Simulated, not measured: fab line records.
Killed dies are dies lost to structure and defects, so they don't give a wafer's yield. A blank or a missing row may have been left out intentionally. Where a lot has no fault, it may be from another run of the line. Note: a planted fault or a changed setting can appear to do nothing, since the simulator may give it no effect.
Chamber matching / flow nand harc / rie diel-12 running NHARC_P_ZERO_WELL_DESCUM_26: 4 sister chambers
The step chemistry O2, time 3 s. 8 wafers are shown with their chamber, then 7 later ones without.

WAFERS PAIRED WITH THEIR CHAMBERS
wafer=L955.1; chamber=1; drypump motor current A (A)=6.1; showerhead plenum p Torr (Torr)=1.90
wafer=L955.6; chamber=2; drypump motor current A (A)=5.8; showerhead plenum p Torr (Torr)=1.91
wafer=L956.5; chamber=1; drypump motor current A (A)=6.1; showerhead plenum p Torr (Torr)=1.90
wafer=L960.5; chamber=2; drypump motor current A (A)=5.8; showerhead plenum p Torr (Torr)=1.91
wafer=L965.2; chamber=3; drypump motor current A (A)=5.4; showerhead plenum p Torr (Torr)=1.91
wafer=L965.5; chamber=0; drypump motor current A (A)=6.7; showerhead plenum p Torr (Torr)=1.82
wafer=L973.1; chamber=0; drypump motor current A (A)=6.7; showerhead plenum p Torr (Torr)=1.81
wafer=L973.4; chamber=3; drypump motor current A (A)=5.3; showerhead plenum p Torr (Torr)=1.90

WAFERS WITH NO CHAMBER GIVEN
wafer=L973.5; drypump motor current A (A)=5.3; showerhead plenum p Torr (Torr)=1.90
wafer=L974.1; drypump motor current A (A)=6.8; showerhead plenum p Torr (Torr)=1.81
wafer=L974.3; drypump motor current A (A)=5.3; showerhead plenum p Torr (Torr)=1.90
wafer=L974.4; drypump motor current A (A)=6.1; showerhead plenum p Torr (Torr)=1.88
wafer=L975.1; drypump motor current A (A)=6.7; showerhead plenum p Torr (Torr)=1.81
wafer=L975.2; drypump motor current A (A)=5.8; showerhead plenum p Torr (Torr)=1.90
wafer=L975.3; drypump motor current A (A)=6.1; showerhead plenum p Torr (Torr)=1.88

THE CHAMBER EACH PASSED THROUGH
wafer=L973.5; from the rows above=3; in truth=3
wafer=L974.1; from the rows above=0; in truth=0
wafer=L974.3; from the rows above=3; in truth=3
wafer=L974.4; from the rows above=1; in truth=1
wafer=L975.1; from the rows above=0; in truth=0
wafer=L975.2; from the rows above=2; in truth=2
wafer=L975.3; from the rows above=1; in truth=1
7 of 7 placed correctly. Can't be placed from these rows: 0. 0 placed wrongly.
How it was worked out, from the rows above alone: a wafer's distance from a chamber is the root of the sum, over the readings, of the square of ((its reading less the chamber's mean) divided by the reading's scatter). The wafer belongs to the nearest chamber; if the next one is less than 2 further off, it can't be placed. Each chamber's mean is taken over the wafers shown for it. The scatter: take each reading less its chamber's mean, square it, sum over the shown wafers, divide by the number of wafers less the number of chambers, and take the root.
